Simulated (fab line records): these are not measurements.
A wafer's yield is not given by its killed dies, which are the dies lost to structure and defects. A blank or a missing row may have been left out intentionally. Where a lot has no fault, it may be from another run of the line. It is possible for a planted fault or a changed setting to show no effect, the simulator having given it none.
Problem report in the 8D (eight disciplines) form, filled by code + flow n5Finfet + the parts of the form that need people (team, actions taken, sign-off) are left out

## 1. WHAT WENT WRONG
At N5_BEOL_M3_EXPOSE_25, exposureDoseMJCm2 averages 61.72 over 6 wafers from 2 lots, while fault-free wafers read 62.96, standard deviation 0.064. Relative to the usual mean, that is a shift of -19 standard deviations.
The step: exposes mask V2, defocus 5 nm.
Earliest sighting: wafer L192.3 on euvScanner-02 at day 10 17:28. The record holds 29 wafers of 10 lots with a number at this step. The rule behind "out" and "out of limits": a value lying over 4 standard deviations away from the usual mean. All remaining wafers that have a number are taken as sound.

## 2. WHAT IT IS, AND WHAT IT ISN'T
| question                    | is                     | is not                                                                          |
|-----------------------------|------------------------|---------------------------------------------------------------------------------|
| which readings at this step | exposureDoseMJCm2      | -                                                                               |
| which lots                  | L192, L195             | L180, L182, L183, L185, L189, L194, L200, L202                                  |
| which wafers of those lots  | all that have a number | -                                                                               |
| read on which tools         | euvScanner-02          | euvScanner-01                                                                   |
| when                        | from day 10 17:28      | up to then (14 sound wafers); but 9 sound wafers of L194, L200, L202 came after |

## 3. WHAT RULES OUT EACH SUSPECT
Counting: a tool at a process step up to the reading stays a suspect if it ran every lot that is out and no sound lot after the first of them.
- rieDiel-06 at N5_BEOL_M3_ETCH_63 (etches SiARC in CF4, target depth 15.6 nm, time 26 s): ruled out as a lasting fault. Following L192 (day 10 16:43), the first lot on it that is out, the sound lots L194, L200 were run on it.
- euvScanner-02 at N5_BEOL_M3_EXPOSE_25 (exposes mask V2, defocus 5 nm): kept. All lots that are out passed through it, beginning with L192 at day 10 17:28, and no sound lot followed; its final sound lot before that point was L189 at day 10 13:00. On those wafers its own readings are out: exposureDoseMJCm2.
Left after counting: euvScanner-02 at N5_BEOL_M3_EXPOSE_25.

## 4. THE CAUSE (what the simulator had put in)
Process parameter drift: euvScanner-02, from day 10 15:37 on, at N5_BEOL_M3_EXPOSE_25. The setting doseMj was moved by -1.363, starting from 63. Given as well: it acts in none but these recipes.
The count eliminated every tool but this one.

## 5. THE EFFECT CHAIN, in route order
Rows list readings where the struck wafers' mean (over those with a number) sits beyond 3 standard deviations from the usual. Scope: only readings with a usual standard deviation given in the record; hours: median across lots of the time from each lot's start at the first step in this table that gives one to its start at this step; sigmas: change in usual standard deviations.
| hours | step                 | reading           | usual | on struck wafers | change | sigmas |
|-------|----------------------|-------------------|-------|------------------|--------|--------|
| 0     | N5_BEOL_M3_EXPOSE_25 | exposureDoseMJCm2 | 62.96 | 61.72            | -1.24  | -19    |
The process steps in it:
- N5_BEOL_M3_EXPOSE_25: exposes mask V2, defocus 5 nm.
Later measuring or inspecting steps at which every struck wafer that the step has a row for has a number for every such reading, and none has moved that far: N5_BEOL_M3_CD_MEAS_28, N5_BEOL_M4_RC_MEAS_101.

## 6. WHAT WOULD HAVE CAUGHT IT SOONER
First out-of-limits reading in this record: day 10 17:28, which is 2 hours after fault onset at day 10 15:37.
